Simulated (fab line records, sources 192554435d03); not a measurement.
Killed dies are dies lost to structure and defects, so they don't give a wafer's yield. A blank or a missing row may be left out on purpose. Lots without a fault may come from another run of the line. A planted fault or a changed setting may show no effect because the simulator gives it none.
Chamber matching | flow n5_finfet | N5_GATE_CUT_PECVD_57 on pecvd-03: 3 sister chambers
The step deposits SiNx from SiH4/NH3/N2, target thk 21 nm. 18 wafers are shown with their chamber, then 9 later ones without.

WAFERS WITH THEIR CHAMBER
wafer  | chamber | throttle_valve_pct (%) | showerhead_plenum_p_Torr (Torr) | heater_power_w (W)
L079.2 | 1       | 38.8                   | 5.00                            | 726
L079.3 | 0       | 38.4                   | 5.22                            | 866
L079.6 | 2       | 43.1                   | 5.17                            | 801
L080.1 | 0       | 38.3                   | 5.20                            | 870
L080.2 | 2       | 42.9                   | 5.17                            | 756
L080.3 | 1       | 38.7                   | 4.99                            | 759
L081.1 | 0       | 38.2                   | 5.21                            | 772
L081.3 | 1       | 39.3                   | 4.99                            | 719
L081.6 | 1       | 38.7                   | 4.99                            | 718
L084.1 | 1       | 38.9                   | 5.00                            | 748
L084.4 | 0       | 38.1                   | 5.22                            | 882
L084.6 | 1       | 38.8                   | 4.99                            | 738
L086.1 | 0       | 37.9                   | 5.22                            | 864
L086.2 | 2       | 42.7                   | 5.15                            | 771
L086.3 | 1       | 38.9                   | 5.00                            | 755
L089.3 | 0       | 38.2                   | 5.20                            | 712
L089.4 | 0       | 38.2                   | 5.21                            | 724
L089.6 | 2       | 42.8                   | 5.17                            | 787

SIGNATURES (means of the wafers above)
reading                  | chamber 0 | chamber 1 | chamber 2 | scatter within a chamber
throttle_valve_pct       | 38.186    | 38.871    | 42.875    | 0.181
showerhead_plenum_p_Torr | 5.2114    | 4.9943    | 5.1650    | 0.00799
heater_power_w           | 812.86    | 737.57    | 778.75    | 49.1
Rule: a wafer's distance from a chamber is the root of the sum, over the readings, of the square of ((its reading less the chamber's mean) divided by the reading's scatter). The wafer belongs to the nearest chamber; if the next one is less than 2 further off, it can't be placed. The scatter: the root of (the sum of the squares of (reading less its chamber's mean) over the shown wafers, divided by (wafers less chambers)).

WAFERS WITHOUT THEIR CHAMBER
wafer  | throttle_valve_pct (%) | showerhead_plenum_p_Torr (Torr) | heater_power_w (W)
L090.2 | 38.6                   | 5.21                            | 849
L090.4 | 38.6                   | 5.00                            | 723
L090.6 | 42.8                   | 5.17                            | 803
L093.2 | 39.0                   | 4.98                            | 737
L093.4 | 42.6                   | 5.16                            | 770
L093.5 | 38.6                   | 5.21                            | 878
L097.2 | 39.0                   | 5.00                            | 762
L097.3 | 38.4                   | 5.22                            | 855
L097.5 | 38.4                   | 5.21                            | 871

WHICH CHAMBER EACH WENT THROUGH
wafer  | from the rows above | in truth
L090.2 | 0                   | 0
L090.4 | 1                   | 1
L090.6 | 2                   | 2
L093.2 | 1                   | 1
L093.4 | 2                   | 2
L093.5 | 0                   | 0
L097.2 | 1                   | 1
L097.3 | 0                   | 0
L097.5 | 0                   | 0
Placed correctly: 9 of 9. Can't be placed from these rows: 0. Placed wrongly: 0.
